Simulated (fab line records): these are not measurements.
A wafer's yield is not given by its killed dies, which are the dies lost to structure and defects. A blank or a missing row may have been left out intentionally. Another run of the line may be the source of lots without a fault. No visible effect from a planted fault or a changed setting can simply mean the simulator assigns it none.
fab line records -- flow nand-harc
record lots=6, wafers=18, last-day=32
route steps=1302 shown A_STAIRCASE@865 END@1302
lots that met no fault: from a run of the same line without faults
start-h: hours from the record's first day to the start of the lot's first wafer shown -- wait-h: time in hours since the lot's previous step -- " unchanged from the row above -- L1.1+2: a single row standing in for several wafers -- - no value, or no start given -- * or withheld: withheld -- < > ~ a bound
route shown NAME@n: NAME is a module with steps in the file, n the number in the route of the first one -- usual: the fault-free wafers' mean and standard deviation -- same: alike in all rows -- chamber/n: place in a boat -- sites: per-site readings -- _std_site: the values' standard deviation -- _edge_site: outer sites' mean less inner sites' -- radius-mm: how far each site lies from the wafer's centre -- mask NAME#n: copy n -- behind: the tool/chamber that last shaped the wafer -- hold: the reason the lot was held/the length of the hold in hours/how it ended -- device: the transistor (n, p or np) that didn't switch -- end of line: at the end of the route, the tests of the same wafers -- a step given without rows: its recipe and nothing more -- killed: at the first sort, the dies lost to defects and structure; wafer yield is something else -- map: dies across one wafer; x = killed, . = not, _ = none there
set.NAME: the setting as run; set.NAME@STEP: as run at that earlier step -- model.NAME: the simulator's own value behind a step, which no gauge read
certain route steps with their lots: each step a table, each wafer a row
services: a tool's chamber out of use, with start hour (start-h, from the record's first day; less than 0 if before it), hours out, and reason
## steps
# step NHARC_A_STAIRCASE_PEB_439
# recipe peb-temp-c=115, peb-time-s=130
# step NHARC_A_STAIRCASE_DEVELOP_440
# recipe time-s=140
# step NHARC_A_STAIRCASE_HARDBAKE_442
# recipe temp-c=120, time-s=140
# step NHARC_A_STAIRCASE_DESCUM_443
# recipe time-s=3, o2-flow-sccm=200, ar-flow-sccm=0, bias-power-w=0, chemistry=O2
# usual drypump-motor-current-A=5.8/0.47, oes-product-au=0.999/0.0078, rf-vpp-V=57.8/0.9, showerhead-plenum-p-Torr=1.92/0.1, throttle-valve-pct=11.311/0.01
lot.wafer,tool,chamber,start-h,wait-h,drypump-motor-current-A,oes-product-au,rf-hours-counter-h,rf-vpp-V,showerhead-plenum-p-Torr,throttle-valve-pct
L400.1,rie-diel-11,3,460.17,-,5.4,1.007,4,57.5,1.80,11.307
L400.3,rie-diel-11,1,460.17,-,5.4,1.005,5,57.3,1.97,11.328
L400.6,rie-diel-11,3,460.17,-,5.4,1.005,-,55.6,1.80,11.329
L405.2,rie-diel-08,0,517.81,-,4.9,0.993,48,58.5,2.04,11.311
L405.6,rie-diel-08,3,517.81,-,5.9,1.005,-,57.1,1.79,11.321
L405.4,rie-diel-08,0,517.81,-,4.9,1.000,-,57.4,2.04,11.309
L406.1,rie-diel-11,3,527.94,-,5.4,0.999,28,57.5,1.79,11.311
L406.4,rie-diel-11,0,527.94,-,5.5,0.983,24,57.9,1.87,11.304
L406.2,rie-diel-11,1,527.94,-,5.4,1.002,28,57.5,1.96,11.302
L408.3,rie-diel-12,0,536.24,-,5.7,0.987,28,58.9,1.97,11.325
L408.1,rie-diel-12,2,536.24,-,6.3,0.997,23,57.3,1.80,11.322
L408.6,rie-diel-12,0,536.24,-,5.7,1.000,-,58.6,1.97,11.286
L407.1,rie-diel-08,2,536.39,-,6.3,1.005,55,57.9,1.90,11.303
L407.4,rie-diel-08,0,536.39,-,4.8,0.998,-,58.3,2.04,11.294
L407.5,rie-diel-08,1,536.39,-,5.7,1.007,-,57.8,1.77,11.307
L417.4,rie-diel-11,0,620.94,-,5.5,1.000,0,58.2,1.86,11.317
L417.5,rie-diel-11,0,620.94,-,5.5,1.008,-,58.3,1.86,11.324
L417.6,rie-diel-11,1,620.94,-,5.4,0.994,-,58.3,1.95,11.306
# step NHARC_A_STAIRCASE_ETCH_444
# recipe target-depth-a=2.04e+05, time-s=6800, c4f8-flow-sccm=20, o2-flow-sccm=10, ar-flow-sccm=withheld, rf-w=600, bias-w=1000, chemistry=C4F8/O2
# usual oes-product-au=0.940/0.021, rf-vpp-V=808/5.9
lot.wafer,tool,chamber,start-h,wait-h,oes-product-au,rf-hours-counter-h,rf-vpp-V
L400.3,rie-diel-11,3,460.71,0.5,0.962,5,799
L400.1,rie-diel-11,1,460.71,0.5,0.982,6,810
L400.6,rie-diel-11,3,460.71,0.5,0.968,-,800
L405.2,rie-diel-08,0,518.53,0.7,0.930,49,813
L405.6,rie-diel-08,0,520.44,2.6,0.937,-,813
L405.4,rie-diel-08,2,520.44,2.6,0.929,-,805
L406.2,rie-diel-11,3,528.33,0.4,0.929,29,799
L406.4,rie-diel-11,1,528.33,0.4,0.940,29,810
L406.1,rie-diel-11,2,528.33,0.4,0.931,29,815
L408.1,rie-diel-12,0,536.31,0.1,0.917,29,809
L408.3,rie-diel-12,1,536.31,0.1,0.913,21,814
L408.6,rie-diel-12,0,538.23,2.0,0.920,-,810
L407.1,rie-diel-08,0,537.32,0.9,0.930,57,812
L407.5,rie-diel-08,0,539.22,2.8,0.929,-,815
L407.4,rie-diel-08,1,539.22,2.8,0.927,-,798
L417.4,rie-diel-11,1,621.97,1.0,0.973,1,807
L417.6,rie-diel-11,3,621.97,1.0,0.990,-,799
L417.5,rie-diel-11,0,621.97,1.0,0.972,-,804
# step NHARC_A_STAIRCASE_STRIP_446
# recipe power-w=1500, temp-c=250, chemistry=O2
# usual drypump-motor-current-A=5.3/0.34, heater-power-w=333/24
lot.wafer,tool,chamber,start-h,wait-h,drypump-motor-current-A,heater-power-w,rf-hours-counter-h
L400.1,plasma-asher-01,0,464.59,0.0,5.7,324,21
L400.3,plasma-asher-01,1,464.59,0.0,4.6,314,-
L400.6,plasma-asher-01,1,464.59,0.0,4.6,316,-
L405.2,plasma-asher-01,1,523.25,0.0,4.6,317,34
L405.4,plasma-asher-01,0,523.25,0.0,5.7,318,-
L405.6,plasma-asher-01,1,523.25,0.0,4.6,319,-
L406.1,plasma-asher-02,0,532.68,0.0,5.4,320,18
L406.2,plasma-asher-02,1,532.68,0.0,5.4,361,18
L406.4,plasma-asher-02,1,532.68,0.0,5.4,364,-
L408.1,plasma-asher-02,1,540.88,0.2,5.4,360,19
L408.3,plasma-asher-02,0,540.88,0.2,5.4,317,-
L408.6,plasma-asher-02,0,540.88,0.2,5.4,316,-
L407.1,plasma-asher-02,1,542.04,0.0,5.4,361,19
L407.4,plasma-asher-02,1,542.04,0.0,5.4,356,-
L407.5,plasma-asher-02,0,542.04,0.0,5.4,319,-
L417.4,plasma-asher-01,1,625.53,0.2,4.6,316,-
L417.5,plasma-asher-01,0,625.53,0.2,5.7,308,-
L417.6,plasma-asher-01,1,625.53,0.2,4.6,312,-
# step NHARC_A_STAIRCASE_STRIP_447
# recipe time-s=900, temp-c=130, chemistry=SPM
# step NHARC_A_STAIRCASE_PRECLEAN_448
# recipe time-s=*, temp-c=50, bath-age-min=0, chemistry=SC1
# step NHARC_A_STAIRCASE_SRD_449
# step NHARC_A_STAIRCASE_CMP_450
# recipe target-thk-nm=200, material=SiO2
# usual edge-zone-pressure-frac=1.001/0.0046, motor-current-A=12.3/1.3, slurry-flow-ml-min=150.0/0.46
lot.wafer,tool,chamber,start-h,wait-h,edge-zone-pressure-frac,motor-current-A,slurry-flow-ml-min
L400.1,cmp-03,2,465.49,-,1.007,10.8,150.3
L400.3,cmp-03,3,465.49,-,1.000,11.2,149.5
L400.6,cmp-03,1,465.49,-,1.001,12.7,149.4
L405.4,cmp-01,0,524.06,-,1.000,12.2,149.7
L405.2,cmp-01,1,524.06,-,1.001,9.8,150.4
L405.6,cmp-01,0,524.06,-,0.997,12.3,150.5
L406.1,cmp-01,1,533.48,-,0.998,10.0,150.1
L406.4,cmp-01,3,533.48,-,0.997,12.5,150.3
L406.2,cmp-01,0,533.48,-,0.999,12.7,149.9
L408.1,cmp-03,0,541.72,-,0.995,13.9,149.6
L408.3,cmp-03,1,541.72,-,1.005,12.7,151.0
L408.6,cmp-03,3,541.72,-,0.998,11.7,150.3
L407.4,cmp-04,1,542.87,-,1.005,13.3,150.4
L407.1,cmp-04,2,542.87,-,1.000,12.2,149.4
L407.5,cmp-04,3,542.87,-,0.999,12.6,149.3
L417.4,cmp-03,1,626.22,-,0.996,12.8,150.2
L417.6,cmp-03,3,626.22,-,1.004,11.8,149.6
L417.5,cmp-03,0,626.22,-,1.003,13.3,149.9
# step NHARC_A_STAIRCASE_CMP_152
# usual edge-zone-pressure-frac=1.000/0.0052, motor-current-A=12.3/1.3, slurry-flow-ml-min=150.0/0.43
lot.wafer,tool,chamber,start-h,wait-h,edge-zone-pressure-frac,motor-current-A,slurry-flow-ml-min
L400.1,cmp-03,2,465.57,0.1,0.995,10.8,150.1
L400.3,cmp-03,3,465.57,0.1,0.990,11.4,149.8
L400.6,cmp-03,1,465.57,0.1,1.007,13.0,151.2
L405.4,cmp-01,0,524.13,0.1,1.014,11.7,149.9
L405.2,cmp-01,1,524.13,0.1,1.011,10.0,149.9
L405.6,cmp-01,0,524.13,0.1,1.005,12.2,150.7
L406.1,cmp-01,1,533.55,0.1,-,-,-
L406.4,cmp-01,3,533.55,0.1,-,-,-
L406.2,cmp-01,0,533.55,0.1,-,-,-
L408.1,cmp-03,0,541.80,0.1,-,-,-
L408.3,cmp-03,1,541.80,0.1,-,-,-
L408.6,cmp-03,3,541.80,0.1,-,-,-
L407.4,cmp-04,1,542.94,0.1,1.001,13.3,149.0
L407.1,cmp-04,2,542.94,0.1,1.002,12.6,150.1
L407.5,cmp-04,3,542.94,0.1,0.997,12.5,150.1
L417.4,cmp-03,1,626.29,0.1,1.008,12.8,150.2
L417.6,cmp-03,3,626.29,0.1,0.995,11.9,150.5
L417.5,cmp-03,0,626.29,0.1,1.009,13.5,149.1
# step NHARC_END_SORT_01
# recipe temp-c=25
# usual killed-at-array=55/17, killed-at-other=1.1/1.4, killed-at-periphery=3.9/3, killed-dies=59/17, killed-open=3.5/2, killed-short=2.6/1.6
# same gross-dies=677
lot.wafer,tool,chamber,start-h,wait-h,hold,killed-at-array,killed-at-other,killed-at-periphery,killed-dies,killed-open,killed-short
L400.1,prober-01,0,591.17,2.5,-,43,1,2,46,2,4
L400.3,prober-01,0,592.76,3.1,-,50,0,3,53,3,3
L400.6,prober-01,0,595.15,4.0,-,37,1,5,43,2,0
L405.2,prober-01,0,648.51,2.8,-,28,3,1,32,2,4
L405.4,prober-01,0,650.12,3.4,-,41,3,2,46,1,4
L405.6,prober-01,0,651.73,4.0,-,36,0,3,39,3,2
L406.1,prober-02,0,656.47,2.5,await-dispo/2.1h/scrap,672,1,4,677,2,2
L406.2,prober-02,0,657.27,2.8,await-dispo/2.1h/scrap,671,0,6,677,4,3
L406.4,prober-02,0,658.87,3.4,await-dispo/2.1h/scrap,674,0,3,677,4,6
L407.1,prober-01,0,667.74,2.5,-,16,3,0,19,1,3
L407.4,prober-01,0,670.15,3.4,-,20,2,4,26,4,5
L407.5,prober-01,0,670.95,3.7,-,17,1,2,20,5,3
L408.1,prober-02,0,667.78,2.5,await-dispo/3.5h/scrap,674,0,3,677,2,2
L408.3,prober-02,0,669.37,3.1,await-dispo/3.5h/scrap,674,1,2,677,1,0
L408.6,prober-02,0,671.76,4.0,await-dispo/3.5h/scrap,675,0,2,677,3,1
L417.4,prober-01,0,755.04,3.4,-,39,0,2,41,2,2
L417.5,prober-01,0,755.84,3.7,-,32,2,2,36,3,2
L417.6,prober-01,0,756.64,4.0,-,47,0,1,48,4,7
# killed by level:class
L400.1 A_CHANNEL_HOLE_D1:chamber-film-flake=18 A_CHANNEL_HOLE_D2:chamber-film-flake=14 A_STAIRCASE:chamber-film-flake=7 P_GATE:geometric-particle:short=1 A_CHANNEL_FILL_D1:geometric-particle:short=1 A_DECK1_JOINT:geometric-particle:open=1 A_ONON_D2:geometric-particle:short=1 A_SGD_CUT:geometric-particle:short=1
L400.3 A_CHANNEL_HOLE_D1:chamber-film-flake=30 A_CHANNEL_HOLE_D2:chamber-film-flake=11 P_STI:chamber-film-flake=2 P_M1:geometric-particle:open=1 A_CHANNEL_FILL_D1:geometric-particle:open=1 A_DECK1_JOINT:geometric-particle:short=1 A_ONON_D2:geometric-particle:short=1 A_SGD_CUT:geometric-particle:short=1
L400.6 A_CHANNEL_HOLE_D1:chamber-film-flake=26 A_CHANNEL_HOLE_D2:chamber-film-flake=6 P_GATE:chamber-film-flake=3 P_STI:chamber-film-flake=2 A_CHANNEL_FILL_D2:geometric-particle:open=1 A_M0:geometric-particle:open=1 A_STAIRCASE:chamber-film-flake=1 A_CONTACT:chamber-film-flake=1
L405.2 A_CHANNEL_HOLE_D2:chamber-film-flake=14 A_M1:chamber-film-flake=3 A_CHANNEL_HOLE_D1:chamber-film-flake=2 THIN_TSV:chamber-film-flake=2 P_M0:geometric-particle:short=1 A_ONON_D1:geometric-particle:open=1 A_DECK1_JOINT:geometric-particle:open=1 A_CONTACT:geometric-particle:short=1
L405.4 A_CHANNEL_HOLE_D2:chamber-film-flake=14 A_M1:chamber-film-flake=7 A_DECK1_JOINT:chamber-film-flake=6 A_CHANNEL_HOLE_D1:chamber-film-flake=4 THIN_TSV:chamber-film-flake=3 P_GATE:chamber-film-flake=2 A_ZERO_WELL:chamber-film-flake=2 A_CONTACT:chamber-film-flake=2
L405.6 A_CHANNEL_HOLE_D2:chamber-film-flake=17 A_CHANNEL_HOLE_D1:chamber-film-flake=6 A_DECK1_JOINT:chamber-film-flake=3 A_M1:chamber-film-flake=3 P_M0:geometric-particle:open=1 P_M1:geometric-particle:short=1 A_CHANNEL_HOLE_D2:geometric-particle:short=1 A_SGD_CUT:geometric-particle:open=1
L406.1 A_STAIRCASE:area-cmp=615 A_SLIT:chamber-film-flake=27 A_CHANNEL_HOLE_D1:chamber-film-flake=10 A_CHANNEL_HOLE_D2:chamber-film-flake=9 P_ZERO_WELL:chamber-film-flake=3 A_CONTACT:chamber-film-flake=3 A_ZERO_WELL:chamber-film-flake=2 A_WL_FILL:chamber-film-flake=2
L406.2 A_STAIRCASE:area-cmp=618 A_SLIT:chamber-film-flake=27 A_CHANNEL_HOLE_D2:chamber-film-flake=9 A_CHANNEL_HOLE_D1:chamber-film-flake=7 P_ZERO_WELL:chamber-film-flake=3 A_WL_FILL:chamber-film-flake=3 P_CONTACT:geometric-particle:open=1 P_M2:geometric-particle:open=1
L406.4 A_STAIRCASE:area-cmp=620 A_SLIT:chamber-film-flake=31 A_CHANNEL_HOLE_D2:chamber-film-flake=8 A_CHANNEL_HOLE_D1:chamber-film-flake=4 A_CONTACT:chamber-film-flake=2 P_M0:geometric-particle:short=1 P_M0:geometric-particle:open=1 P_M2:geometric-particle:open=1
L407.1 A_CHANNEL_HOLE_D1:chamber-film-flake=8 A_CONTACT:chamber-film-flake=3 THIN_TSV:chamber-film-flake=3 A_ONON_D1:geometric-particle:short=1 A_ONON_D2:geometric-particle:short=1 A_CHANNEL_FILL_D2:geometric-particle:short=1 A_CONTACT:geometric-particle:open=1 A_STAIRCASE:chamber-film-flake=1
L408.1 A_STAIRCASE:area-cmp=623 A_SLIT:chamber-film-flake=28 A_CHANNEL_HOLE_D2:chamber-film-flake=10 A_CHANNEL_HOLE_D1:chamber-film-flake=3 P_M1:chamber-film-flake=2 P_GATE:geometric-particle:open=1 A_SOURCE_PLATE:geometric-particle:short=1 A_CHANNEL_FILL_D2:geometric-particle:open=1
L408.3 A_STAIRCASE:area-cmp=630 A_SLIT:chamber-film-flake=30 A_CHANNEL_HOLE_D2:chamber-film-flake=8 A_CHANNEL_HOLE_D1:chamber-film-flake=2 A_CONTACT:chamber-film-flake=2 P_GATE:chamber-film-flake=1 P_M1:chamber-film-flake=1 STARTING-WAFER:geometric-particle:open=1
L407.4 A_CHANNEL_HOLE_D1:chamber-film-flake=8 A_SLIT:chamber-film-flake=3 A_ONON_D1:geometric-particle:short=2 THIN_TSV:chamber-film-flake=2 P_GATE:geometric-particle:open=1 P_CONTACT:geometric-particle:open=1 P_M0:geometric-particle:open=1 P_M1:geometric-particle:short=1
L407.5 A_CHANNEL_HOLE_D1:chamber-film-flake=5 A_ONON_D1:geometric-particle:short=2 A_CHANNEL_FILL_D2:geometric-particle:open=2 A_CHANNEL_HOLE_D2:chamber-film-flake=2 A_CONTACT:chamber-film-flake=2 P_CONTACT:geometric-particle:open=1 A_ONON_D2:geometric-particle:short=1 A_CONTACT:geometric-particle:open=1
L408.6 A_STAIRCASE:area-cmp=606 A_SLIT:chamber-film-flake=33 A_CHANNEL_HOLE_D2:chamber-film-flake=18 A_CHANNEL_HOLE_D1:chamber-film-flake=6 A_WL_FILL:chamber-film-flake=3 A_CONTACT:chamber-film-flake=3 P_M1:chamber-film-flake=2 A_SOURCE_PLATE:geometric-particle:open=1
L417.4 A_CHANNEL_HOLE_D1:chamber-film-flake=27 A_SLIT:chamber-film-flake=3 A_CHANNEL_HOLE_D2:chamber-film-flake=3 A_STAIRCASE:chamber-film-flake=2 P_STI:geometric-particle:short=1 P_CONTACT:geometric-particle:open=1 A_CHANNEL_FILL_D1:geometric-particle:open=1 A_CONTACT:chamber-film-flake=1
L417.5 A_CHANNEL_HOLE_D1:chamber-film-flake=14 A_SLIT:chamber-film-flake=6 A_STAIRCASE:chamber-film-flake=4 A_CHANNEL_HOLE_D2:chamber-film-flake=2 A_CONTACT:chamber-film-flake=2 THIN_TSV:chamber-film-flake=2 P_CONTACT:geometric-particle:open=1 P_CONTACT:geometric-particle:short=1
L417.6 A_CHANNEL_HOLE_D1:chamber-film-flake=26 A_STAIRCASE:chamber-film-flake=4 A_SLIT:chamber-film-flake=4 A_ONON_D2:geometric-particle:short=3 A_ONON_D1:geometric-particle:open=2 A_DECK1_JOINT:geometric-particle:short=2 A_ONON_D1:geometric-particle:short=1 A_CHANNEL_FILL_D1:geometric-particle:short=1
# map L406.1 (x killed, . not)
____________x____________
_________xxxxxxx_________
_______xxxxxxxxxxx_______
______xxxxxxxxxxxxx______
_____xxxxxxxxxxxxxxx_____
____xxxxxxxxxxxxxxxxx____
____xxxxxxxxxxxxxxxxx____
___xxxxxxxxxxxxxxxxxxx___
___xxxxxxxxxxxxxxxxxxx___
__xxxxxxxxxxxxxxxxxxxxx__
__xxxxxxxxxxxxxxxxxxxxx__
_xxxxxxxxxxxxxxxxxxxxxxx_
_xxxxxxxxxxxxxxxxxxxxxxx_
_xxxxxxxxxxxxxxxxxxxxxxx_
_xxxxxxxxxxxxxxxxxxxxxxx_
_xxxxxxxxxxxxxxxxxxxxxxx_
xxxxxxxxxxxxxxxxxxxxxxxxx
xxxxxxxxxxxxxxxxxxxxxxxxx
xxxxxxxxxxxxxxxxxxxxxxxxx
xxxxxxxxxxxxxxxxxxxxxxxxx
xxxxxxxxxxxxxxxxxxxxxxxxx
_xxxxxxxxxxxxxxxxxxxxxxx_
_xxxxxxxxxxxxxxxxxxxxxxx_
_xxxxxxxxxxxxxxxxxxxxxxx_
_xxxxxxxxxxxxxxxxxxxxxxx_
_xxxxxxxxxxxxxxxxxxxxxxx_
__xxxxxxxxxxxxxxxxxxxxx__
__xxxxxxxxxxxxxxxxxxxxx__
___xxxxxxxxxxxxxxxxxxx___
___xxxxxxxxxxxxxxxxxxx___
____xxxxxxxxxxxxxxxxx____
____xxxxxxxxxxxxxxxxx____
_____xxxxxxxxxxxxxxx_____
______xxxxxxxxxxxxx______
_______xxxxxxxxxxx_______
_________xxxxxxx_________
____________x____________
# map L408.1 (x killed, . not)
____________x____________
_________xxxxxxx_________
_______xxxxxxxxxxx_______
______xxxxxxxxxxxxx______
_____xxxxxxxxxxxxxxx_____
____xxxxxxxxxxxxxxxxx____
____xxxxxxxxxxxxxxxxx____
___xxxxxxxxxxxxxxxxxxx___
___xxxxxxxxxxxxxxxxxxx___
__xxxxxxxxxxxxxxxxxxxxx__
__xxxxxxxxxxxxxxxxxxxxx__
_xxxxxxxxxxxxxxxxxxxxxxx_
_xxxxxxxxxxxxxxxxxxxxxxx_
_xxxxxxxxxxxxxxxxxxxxxxx_
_xxxxxxxxxxxxxxxxxxxxxxx_
_xxxxxxxxxxxxxxxxxxxxxxx_
xxxxxxxxxxxxxxxxxxxxxxxxx
xxxxxxxxxxxxxxxxxxxxxxxxx
xxxxxxxxxxxxxxxxxxxxxxxxx
xxxxxxxxxxxxxxxxxxxxxxxxx
xxxxxxxxxxxxxxxxxxxxxxxxx
_xxxxxxxxxxxxxxxxxxxxxxx_
_xxxxxxxxxxxxxxxxxxxxxxx_
_xxxxxxxxxxxxxxxxxxxxxxx_
_xxxxxxxxxxxxxxxxxxxxxxx_
_xxxxxxxxxxxxxxxxxxxxxxx_
__xxxxxxxxxxxxxxxxxxxxx__
__xxxxxxxxxxxxxxxxxxxxx__
___xxxxxxxxxxxxxxxxxxx___
___xxxxxxxxxxxxxxxxxxx___
____xxxxxxxxxxxxxxxxx____
____xxxxxxxxxxxxxxxxx____
_____xxxxxxxxxxxxxxx_____
______xxxxxxxxxxxxx______
_______xxxxxxxxxxx_______
_________xxxxxxx_________
____________x____________
## services
tool,chamber,start-h,hours,kind
cmp-04,-,436.28,2.9,repair
plasma-asher-02,-,446.19,20.3,repair
rie-diel-12,-,449.15,9.0,pm
cmp-04,-,452.92,2.4,repair
cmp-03,-,456.00,4.0,pm
rie-diel-11,-,463.21,0.6,repair
rie-diel-12,-,471.86,0.6,repair
rie-diel-11,2,480.29,8.2,repair
rie-diel-12,1,495.04,11.0,repair
cmp-03,-,497.98,2.1,repair
cmp-04,-,498.01,2.4,repair
rie-diel-08,1,498.58,30.5,repair
cmp-01,-,505.64,4.0,pm
plasma-asher-01,-,510.41,3.6,repair
cmp-03,-,514.97,10.9,repair
plasma-asher-01,-,532.47,9.0,pm
rie-diel-08,-,547.64,9.0,pm
cmp-03,-,554.00,4.0,pm
plasma-asher-02,-,565.94,0.6,repair
rie-diel-11,-,602.99,0.5,repair
plasma-asher-02,-,603.50,9.0,pm
cmp-01,-,603.64,4.0,pm
rie-diel-11,-,611.40,9.0,pm
cmp-03,-,618.06,2.4,repair
## key
first-sign step=NHARC_A_STAIRCASE_CMP_152, reading=tool-record, direction=missing
effect step=NHARC_END_SORT_01, reading=killed-at-array, direction=up, sigmas=37, usual=55, struck=673
more-kills-born-at NHARC_A_STAIRCASE_CMP_152@cmp-03=1859, NHARC_A_STAIRCASE_CMP_152@cmp-01=1853
met-at NHARC_A_STAIRCASE_CMP_152
struck-wafers L406.1,L406.2,L406.4,L408.1,L408.3,L408.6
later-rows-left-out L406.1,L406.2,L406.4,L408.1,L408.3,L408.6
tester-left-out L406,L408
onset-between 524.13 533.55
fault kind=skipped-step-whole, tool=cmp-01,cmp-03, chamber=-, onset-h=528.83, steps=NHARC_A_STAIRCASE_CMP_152, scope=struck-lots-only
# tester-left-out: of these lots the tester's yield and bins aren't shown, on N5 and GAA mostly nor the transistor test; their killed dies are dies lost to structure and defects alone, not to doping, threshold or leakage, so they don't give the yield
# later-rows-left-out: the simulator's readings of these wafers behind a module that went badly wrong aren't trusted and aren't shown, but for the sort
